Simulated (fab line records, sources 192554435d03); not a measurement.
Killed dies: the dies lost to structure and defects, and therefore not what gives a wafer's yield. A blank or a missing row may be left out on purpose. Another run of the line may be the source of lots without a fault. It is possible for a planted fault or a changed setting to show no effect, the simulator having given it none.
Which of the tools did it? | flow n5-finfet | Sampling: 8 lots, 24 wafers, 6 of 1938 route steps

WHAT THE GAUGES READ, wafer by wafer
N5_BEOL_M4_RC_MEAS_101. Usual: DIBL_N 36.4 mV/V, standard deviation 1.4; DIBL_P 36.3 mV/V, standard deviation 1.5; IOFF_N 0.162 nA/um, standard deviation 0.023; IOFF_P 0.211 nA/um, standard deviation 0.027; ION_N 676 uA/um, standard deviation 9.7; ION_P 463 uA/um, standard deviation 6.4; SS_N 71.5 mV/dec, standard deviation 0.5; SS_P 73.3 mV/dec, standard deviation 0.6; VT_N 249.3 mV, standard deviation 2.5; VT_P -249.9 mV, standard deviation 2.8.
lot  | measured     | on        | DIBL_N (mV/V)  | DIBL_P (mV/V)  | IOFF_N (nA/um)    | IOFF_P (nA/um)    | ION_N (uA/um) | ION_P (uA/um) | SS_N (mV/dec)  | SS_P (mV/dec)  | VT_N (mV)         | VT_P (mV)            | flag
L231 | day 8 05:42  | prober-02 | 36.4 37.6 36.8 | 35.9 36.8 35.5 | 0.157 0.184 0.168 | 0.212 0.222 0.214 | 680 685 683   | 470 468 468   | 70.9 71.6 71.6 | 73.2 73.4 72.8 | 248.7 247.1 247.9 | -249.4 -247.8 -248.2 |
L234 | day 9 03:29  | prober-01 | 37.1 35.7 36.9 | 37.2 35.8 37.4 | 0.183 0.159 0.177 | 0.225 0.202 0.217 | 700 688 693   | 469 467 467   | 71.8 71.3 71.5 | 73.9 73.1 74.4 | 247.9 246.8 248.6 | -248.5 -252.4 -251.1 |
L243 | day 11 18:20 | prober-01 | 34.3 34.6 35.2 | 35.4 35.9 36.9 | 0.136 0.147 0.150 | 0.184 0.193 0.198 | 668 677 685   | 454 472 471   | 71.1 70.8 72.1 | 73.6 74.0 73.9 | 251.5 252.0 250.6 | -252.0 -252.7 -252.0 |
L246 | day 11 22:46 | prober-02 | 34.5 36.7 37.1 | 34.5 37.4 37.9 | 0.114 0.153 0.167 | 0.160 0.189 0.222 | 675 671 683   | 458 455 460   | 70.7 71.2 71.2 | 72.1 73.1 73.3 | 257.0 250.9 250.9 | -254.2 -253.6 -250.4 |
L245 | day 12 08:04 | prober-02 | 36.4 38.5 36.7 | 35.6 38.1 36.1 | 0.141 0.177 0.150 | 0.203 0.247 0.213 | 683 692 676   | 470 472 467   | 71.8 71.7 72.1 | 73.0 73.6 72.8 | 250.3 246.2 248.3 | -251.5 -246.2 -247.7 |
L248 | day 13 04:40 | prober-02 | 35.7 36.4 36.1 | 35.6 37.2 36.2 | 0.161 0.173 0.163 | 0.188 0.212 0.193 | 681 675 689   | 458 457 462   | 72.2 71.8 71.4 | 73.8 74.8 73.2 | 249.8 248.5 250.0 | -252.5 -249.4 -252.2 |
L249 | day 13 07:33 | prober-02 | 36.0 36.4 36.4 | 34.2 33.9 35.0 | 0.153 0.162 0.162 | 0.213 0.216 0.231 | 670 661 665   | 462 457 466   | 71.6 71.6 71.4 | 73.0 71.9 73.6 | 250.2 250.8 250.8 | -250.2 -246.2 -248.0 |
L251 | day 13 08:16 | prober-01 | 36.9 40.8 38.4 | 36.1 42.2 38.3 | 0.163 0.254 0.188 | 0.192 0.309 0.240 | 676 706 699   | 459 473 472   | 71.7 72.2 71.9 | 73.5 75.0 74.3 | 249.4 244.1 248.1 | -251.9 -243.8 -250.8 |

N5_BEOL_M8_THK_MEAS_01. Usual: M8_ILD_THK gives 154.5 nm (standard deviation 1.9).
lot  | measured     | on            | M8_ILD_THK (nm)   | flag
L231 | day 9 15:05  | film-metro-02 | 153.6 155.2 155.6 |
L234 | day 10 14:44 | film-metro-02 | 150.7 154.4 154.8 |
L243 | day 13 01:02 | film-metro-02 | 152.9 153.9 154.4 |
L246 | day 13 03:40 | film-metro-02 | 152.8 154.6 117.7 | OFF
L245 | day 13 11:01 | film-metro-01 | 115.0 154.6 115.3 | OFF
L248 | day 14 15:31 | film-metro-01 | 154.0 156.4 157.6 |
L249 | day 14 15:02 | film-metro-02 | 155.2 152.3 155.5 |
L251 | day 14 16:36 | film-metro-02 | 153.8 159.7 157.1 |

EACH LOT AND THE TOOL THAT RAN IT (in order: tool; ch and the chambers of the sampled wafers; start)
lot  | N5_BEOL_M7_VIA_ETCH_34             | N5_BEOL_M7_STRIP_80                           | N5_BEOL_M7_ALD_77                   | N5_BEOL_M8_ILD_DEP_00
L231 | rie-diel-01 ch 1,2,3, day 9 10:13  | rie-diel-01 ch 1,2,3, day 9 11:17 or earlier  | ald-metal-04 ch 0,2,3, day 9 11:17  | pecvd-04 ch 1, day 9 14:26
L234 | rie-diel-05 ch 0,3, day 10 09:23   | rie-diel-05 ch 0,3, day 10 11:19 or earlier   | ald-metal-03 ch 0,3, day 10 11:19   | pecvd-02 ch 0,1,2, day 10 14:10
L243 | rie-diel-01 ch 0,2,3, day 12 20:56 | rie-diel-01 ch 0,2,3, day 12 22:47 or earlier | ald-metal-02 ch 0,1,2, day 12 22:47 | pecvd-02 ch 1,2, day 13 00:28
L246 | rie-diel-01 ch 0,1,3, day 13 00:16 | rie-diel-01 ch 0,1,3, day 13 01:08 or earlier | ald-metal-04 ch 0,1,3, day 13 01:08 | pecvd-02 ch 0,1, day 13 03:05
L245 | rie-diel-03 ch 1,2, day 13 07:31   | rie-diel-03 ch 1,2, day 13 08:23 or earlier   | ald-metal-03 ch 0,2,3, day 13 08:23 | pecvd-02 ch 0,1, day 13 10:26
L248 | rie-diel-05 ch 1,3, day 14 10:17   | rie-diel-05 ch 1,3, day 14 13:11 or earlier   | ald-metal-03 ch 1,3, day 14 13:11   | pecvd-04 ch 0,1, day 14 14:56
L249 | rie-diel-05 ch 2,3, day 14 09:50   | rie-diel-05 ch 2,3, day 14 11:02 or earlier   | ald-metal-04 ch 0,1, day 14 11:02   | pecvd-03 ch 0,1,2, day 14 14:28
L251 | rie-diel-03 ch 1,2,3, day 14 13:08 | rie-diel-03 ch 1,2,3, day 14 14:09 or earlier | ald-metal-04 ch 0,2, day 14 14:09   | pecvd-03 ch 0,1,2, day 14 16:01
- N5_BEOL_M7_VIA_ETCH_34: etches SiCOH lowk in C4F6/O2, target depth 125.5 nm, time 50.5 s.
- N5_BEOL_M7_STRIP_80: strips in N2/H2, time 10 s.
- N5_BEOL_M7_ALD_77: deposits TaN, target thk 2 nm, pulse time 2 s, purge time 3 s.
- N5_BEOL_M8_ILD_DEP_00: deposits SiCOH lowk from DEMS/porogen, target thk 179.75 nm, time 33.4 s.

WHAT THE TOOLS THEMSELVES READ (means of the sampled wafers that have a number; where no wafer has one, the mark that the record gives instead)
N5_BEOL_M7_VIA_ETCH_34. Usual: bias-w 185.1 W (standard deviation 0.6); drypump-motor-current-A 5.7 A (standard deviation 0.39); oes_o_777_au 0.80 a.u. (standard deviation 0.074); oes-product-au 0.80 a.u. (standard deviation 0.076); rf-vpp-V 664 V (standard deviation 7.4); showerhead-plenum-p-Torr 2.85 Torr (standard deviation 0.059); throttle-valve-pct 20.84 % (standard deviation 0.3).
lot  | tool        | bias-w (W) | drypump-motor-current-A (A) | oes_o_777_au (a.u.) | oes-product-au (a.u.) | rf-vpp-V (V) | showerhead-plenum-p-Torr (Torr) | throttle-valve-pct (%) | flag
L231 | rie-diel-01 | 185.1      | 5.5                         | 0.88                | 0.88                  | 671          | 2.85                            | 20.65                  |
L234 | rie-diel-05 | 185.6      | 5.5                         | 0.73                | 0.72                  | 657          | 2.82                            | 21.33                  |
L243 | rie-diel-01 | 184.8      | 5.5                         | 0.83                | 0.82                  | 666          | 2.83                            | 20.70                  |
L246 | rie-diel-01 | 184.9      | 5.5                         | 0.82                | 0.83                  | 668          | 2.87                            | 20.82                  |
L245 | rie-diel-03 | 184.6      | 5.9                         | 0.72                | 0.71                  | 670          | 2.91                            | 20.91                  |
L248 | rie-diel-05 | 186.0      | 5.7                         | 0.75                | 0.73                  | 659          | 2.83                            | 21.35                  |
L249 | rie-diel-05 | 184.9      | 5.1                         | 0.82                | 0.81                  | 652          | 2.87                            | 20.71                  |
L251 | rie-diel-03 | 185.5      | 6.0                         | 0.75                | 0.75                  | 666          | 2.88                            | 20.86                  |

N5_BEOL_M7_STRIP_80. Usual: drypump-motor-current-A 5.7 A, standard deviation 0.39; oes-product-au 0.80 a.u., standard deviation 0.075; rf-vpp-V 59.1 V, standard deviation 0.82; showerhead-plenum-p-Torr 2.54 Torr, standard deviation 0.055; throttle-valve-pct 23.5 %, standard deviation 0.35.
lot  | tool        | drypump-motor-current-A (A) | oes-product-au (a.u.) | rf-vpp-V (V) | showerhead-plenum-p-Torr (Torr) | throttle-valve-pct (%) | flag
L231 | rie-diel-01 | 5.5                         | 0.89                  | 58.9         | 2.55                            | 23.3                   |
L234 | rie-diel-05 | 5.5                         | 0.72                  | 59.3         | 2.51                            | 23.9                   |
L243 | rie-diel-01 | 5.5                         | 0.81                  | 59.4         | 2.53                            | 23.4                   |
L246 | rie-diel-01 | 5.5                         | 0.81                  | 59.5         | 2.56                            | 23.6                   |
L245 | rie-diel-03 | 5.9                         | 0.71                  | 59.2         | 2.60                            | 23.8                   |
L248 | rie-diel-05 | 5.7                         | 0.74                  | 59.3         | 2.52                            | 24.0                   |
L249 | rie-diel-05 | 5.1                         | 0.80                  | 58.7         | 2.55                            | 23.2                   |
L251 | rie-diel-03 | 5.9                         | 0.74                  | 58.8         | 2.58                            | 23.7                   |

N5_BEOL_M7_ALD_77. Usual: heater-power-w 435 W, standard deviation 45; precursor-vessel-pressure-torr 26.24 Torr, standard deviation 0.05.
lot  | tool         | heater-power-w (W) | precursor-vessel-pressure-torr (Torr) | flag
L231 | ald-metal-04 | 462                | 26.26                                 |
L234 | ald-metal-03 | 408                | 26.23                                 |
L243 | ald-metal-02 | 422                | 26.26                                 |
L246 | ald-metal-04 | 416                | 26.24                                 |
L245 | ald-metal-03 | 414                | 26.21                                 |
L248 | ald-metal-03 | 472                | 26.16                                 |
L249 | ald-metal-04 | 437                | 26.22                                 |
L251 | ald-metal-04 | 482                | 26.20                                 |

N5_BEOL_M8_ILD_DEP_00. Usual: heater-power-w 343 W, standard deviation 57; showerhead-plenum-p-Torr 5.742 Torr, standard deviation 0.016; throttle-valve-pct 13.8 %, standard deviation 0.48.
lot  | tool     | heater-power-w (W) | showerhead-plenum-p-Torr (Torr) | throttle-valve-pct (%) | flag
L231 | pecvd-04 | 321                | 5.725                           | 14.2                   |
L234 | pecvd-02 | 373                | 5.742                           | 13.8                   |
L243 | pecvd-02 | 374                | 5.751                           | 14.2                   |
L246 | pecvd-02 | 343                | 5.738                           | 13.5                   |
L245 | pecvd-02 | 353                | 5.750                           | 13.6                   |
L248 | pecvd-04 | 356                | 5.734                           | 14.0                   |
L249 | pecvd-03 | 325                | 5.745                           | 14.0                   |
L251 | pecvd-03 | 313                | 5.739                           | 14.0                   |

THE ANSWER, worked out from the rows above alone
Rule: a lot counts as off when the mean over its wafers that have a number is more than 3 standard deviations away from the usual mean. Also off: a lot with no number at a reading for which 4 or more lots have one. Any other lot the step has rows for is counted as sound. The gauges are gone through in route order, then the tools' own readings, and for those a lot's mean is taken as printed above. The first step at which some lot is off is used, and at that step the reading that is off furthest; a lot without a number counts as furthest.
Off: at N5_BEOL_M8_THK_MEAS_01 (M8_ILD_THK), L246, L245.
A tool fits if, at a process step before that reading, it ran every lot that is off, and no sound lot after the first of them. Gauges at N5_BEOL_M8_THK_MEAS_01: tried the same way as those tools. Because N5_BEOL_M7_STRIP_80 lacks a start for some lots, the hours and order of its lots are taken from N5_BEOL_M7_ALD_77. One fits: N5_BEOL_M8_ILD_DEP_00 on pecvd-02. Its last sound lot is L243 (day 13 00:28), its first lot that is off L246 (day 13 03:05): a fault that began between those two fits.

WHAT HAD BEEN PUT IN BY THE SIMULATOR
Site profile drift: pecvd-02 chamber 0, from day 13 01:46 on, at N5_BEOL_M8_ILD_DEP_00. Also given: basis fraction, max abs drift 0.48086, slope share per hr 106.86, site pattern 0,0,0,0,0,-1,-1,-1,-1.
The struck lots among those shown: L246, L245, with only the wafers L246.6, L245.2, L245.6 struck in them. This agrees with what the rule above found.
